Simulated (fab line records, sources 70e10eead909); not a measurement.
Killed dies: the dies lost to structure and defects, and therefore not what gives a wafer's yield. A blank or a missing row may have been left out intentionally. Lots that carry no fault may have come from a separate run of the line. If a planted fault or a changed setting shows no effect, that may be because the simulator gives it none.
Comparing a struck lot with a sound one	flow nand harc	13 steps out of a route of 1159
Sound: wafers L866.1, L866.5, L866.6. Struck: wafers L852.1, L852.2, L852.6. Last of all comes the cause.
Order at every step that has rows: each side's tool, ch and its chambers, its first start. Under that, the readings that differ: sound wafers	struck wafers	difference of the means	sigmas: that difference in standard deviations of wafers without a fault.
alike: readings whose means differ by less than 2 such deviations, and words and numbers that are the same on both sides. not compared: withheld readings, readings that some wafer has no value for, bounds like >300 that may hide the same value, and numbers for which the record gives no deviation and whose values overlap.
The two part at a step that has a row with sigmas, a row that says differs or no value, or rows on one side only. Numbers that don't overlap but have no deviation are shown without sigmas and don't part them. Lack of a reading on every wafer of one side parts them only where that side has two or more wafers.

NHARC_P_BONDPAD_DEP_00: deposits SiCN, target thk 250 nm.
  sound on pecvd-03 ch 0,2; struck on pecvd-01 ch 0,1, day 7 20:41
  alike: heater power w
NHARC_P_BONDPAD_CMP_32: polishes SiCN, target thk 200 nm.
  sound on cmp-01 ch 0,1,2, day 11 12:17; struck on cmp-01 ch 0,1,3, day 7 21:05
  alike: motor current A
NHARC_P_BONDPAD_THK_MEAS_33: measures by ellipsometry.
  sound on film metro-02 at day 11 12:30; struck on film metro-02 at day 7 21:20
  alike: thk nm
then, 9 steps without rows for these wafers: NHARC_P_BONDPAD_SRD_34; NHARC_P_BONDPAD_DEHYDRATE_01 (time 120 s); NHARC_P_BONDPAD_HMDS_02 (time 30 s); NHARC_P_BONDPAD_COAT_36 (time 65 s); NHARC_P_BONDPAD_COAT_03 (resist thk 600 nm); NHARC_P_BONDPAD_SOFTBAKE_04 (time 70 s); NHARC_P_BONDPAD_EBR_05; NHARC_P_BONDPAD_EXPOSE_06 (exposes mask P BPAD); NHARC_P_BONDPAD_PEB_07 (peb time 80 s).
NHARC_P_BONDPAD_DEVELOP_08: time 50 s.
  sound on litho track-02 ch 0, day 11 12:00; struck on litho track-03, day 7 21:00
  no value came back on the struck wafers for chill plate temp C (C), developer temp C (C); on the sound wafers chill plate temp C (C) reads 23.00 23.23 23.02

WHERE THEY PART
At NHARC_P_BONDPAD_DEVELOP_08 and nowhere else, as far as this record goes.

WHY: whatever the simulator had introduced
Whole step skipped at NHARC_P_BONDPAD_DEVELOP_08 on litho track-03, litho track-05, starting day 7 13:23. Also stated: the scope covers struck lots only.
